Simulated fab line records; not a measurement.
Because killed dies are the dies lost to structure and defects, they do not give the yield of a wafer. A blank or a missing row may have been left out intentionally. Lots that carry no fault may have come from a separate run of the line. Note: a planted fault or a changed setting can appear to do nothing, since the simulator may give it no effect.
A lot that was struck, set against a sound lot    flow nand_harc    14 steps out of a route of 1302
Sound: wafers L767.1, L767.3, L767.4. Struck: wafers L774.2, L774.3, L774.5. The cause is named last.
At each step with rows: each side's tool, then ch and its chambers, then its first start. Under that, the readings that differ: sound wafers    struck wafers    difference of the means    sigmas: that difference in standard deviations of wafers without a fault.
alike: same words and numbers on both sides, and readings whose means sit less than 2 such deviations apart. not compared: any withheld reading, any reading some wafer has no value for, any bound like >300 that may hide the same value, and any number with overlapping values for which the record gives no deviation.
The two part at a step that has a row with sigmas, a row that says differs or no value, or rows on one side only. Non-overlapping numbers with no deviation appear without sigmas and do not part them. A reading missing from all wafers of one side parts the sides only when that side holds two or more wafers.

first, 5 steps without rows for these wafers: NHARC_A_CHANNEL_HOLE_D1_SOFTBAKE_05 (time 55 s); NHARC_A_CHANNEL_HOLE_D1_EBR_06; NHARC_A_CHANNEL_HOLE_D1_EXPOSE_07 (exposes mask HOLE D1, target cd 100 nm); NHARC_A_CHANNEL_HOLE_D1_PEB_08 (peb time 65 s); NHARC_A_CHANNEL_HOLE_D1_DEVELOP_09 (develop time 35 s).
NHARC_A_CHANNEL_HOLE_D1_CD_MEAS_10: the cd target is 100 nm.
  sound on cd_sem-02 ch 0, day 8 20:07; struck on cd_sem-02 ch 0, day 12 02:34
  alike: cd_nm
NHARC_A_CHANNEL_HOLE_D1_OVL_MEAS_11:
  sound on overlay-02, day 8 20:13; struck on overlay-02, day 12 02:40
reading            sound           struck       difference  sigmas
overlay_x_nm (nm)  -0.4 -0.6 -0.9  1.2 1.2 1.4  +1.9        +2
  alike: overlay_y_nm
NHARC_A_CHANNEL_HOLE_D1_INSPECT_12:
  sound on defect_inspect-02, day 8 20:15; struck on defect_inspect-01, day 12 02:42
  alike: raw_defect_count
NHARC_A_CHANNEL_HOLE_D1_DESCUM_15: chemistry O2, time 3 s.
  sound on rie_diel-02 ch 0,1,3, day 8 20:19; struck on rie_diel-02 ch 0,1,2, day 12 02:46
  alike: drypump_motor_current_A, oes_product_au, rf_vpp_V, showerhead_plenum_p_Torr, throttle_valve_pct
  not compared: rf_hours_counter_h
NHARC_A_CHANNEL_HOLE_D1_ETCH_38: etches the open film in CF4, target depth 39 nm, time 65 s.
  sound on rie_diel-02 ch 0,1,2, day 8 20:24; struck on rie_diel-02 ch 0,2, day 12 02:51
  alike: bias_w, drypump_motor_current_A, oes_product_au, rf_vpp_V, run_length_s, showerhead_plenum_p_Torr, throttle_valve_pct
  not compared: rf_hours_counter_h
NHARC_A_CHANNEL_HOLE_D1_ETCH_39: etches the open film in N2/H2, target depth 260 nm, time 325 s.
  sound: rie_diel-02 ch 0,1,3; struck: rie_diel-02 ch 2,3
reading           sound              struck             difference  sigmas
run_length_s (s)  346.5 347.0 347.1  345.7 346.2 346.3  -0.8        -2
  alike: bias_w, drypump_motor_current_A, oes_product_au, rf_vpp_V, showerhead_plenum_p_Torr, throttle_valve_pct
  not compared: rf_hours_counter_h
NHARC_A_CHANNEL_HOLE_D1_ETCH_34: etches the open film in CF4/CHF3, target depth 154 nm, time 77 s.
  sound: rie_diel-02 ch 0,2,3; struck: rie_diel-02 ch 0,2,3
  alike: bias_w, drypump_motor_current_A, oes_product_au, rf_vpp_V, run_length_s, showerhead_plenum_p_Torr, throttle_valve_pct
  not compared: rf_hours_counter_h
NHARC_A_CHANNEL_HOLE_D1_ETCH_16: etches the open film in O2/COS, target depth 3100 nm, time 806 s.
  sound on rie_diel-02 ch 0,1,3, day 8 20:54; struck on rie_diel-02 ch 0,3, day 12 03:17
reading           sound              struck             difference                     sigmas
bias_w (W)        299.7 301.4 298.7  - - -              no value on the struck wafers  
run_length_s (s)  827.4 827.7 826.8  596.1 596.4 595.8  -231.2                         -99 or more
  alike: drypump_motor_current_A, oes_product_au, rf_vpp_V, showerhead_plenum_p_Torr, throttle_valve_pct
  not compared: rf_hours_counter_h
NHARC_A_CHANNEL_HOLE_D1_CD_MEAS_18:
  sound on cd_sem-03, day 8 21:25; struck on cd_sem-03, day 12 03:52
reading     sound             struck          difference  sigmas
cd_nm (nm)  98.7 101.0 102.4  98.8 93.2 94.3  -5.3        -2

## WHERE THEY PART
At NHARC_A_CHANNEL_HOLE_D1_OVL_MEAS_11 first; at NHARC_A_CHANNEL_HOLE_D1_CD_MEAS_18 last (within this record only).

WHY: the cause the simulator had injected
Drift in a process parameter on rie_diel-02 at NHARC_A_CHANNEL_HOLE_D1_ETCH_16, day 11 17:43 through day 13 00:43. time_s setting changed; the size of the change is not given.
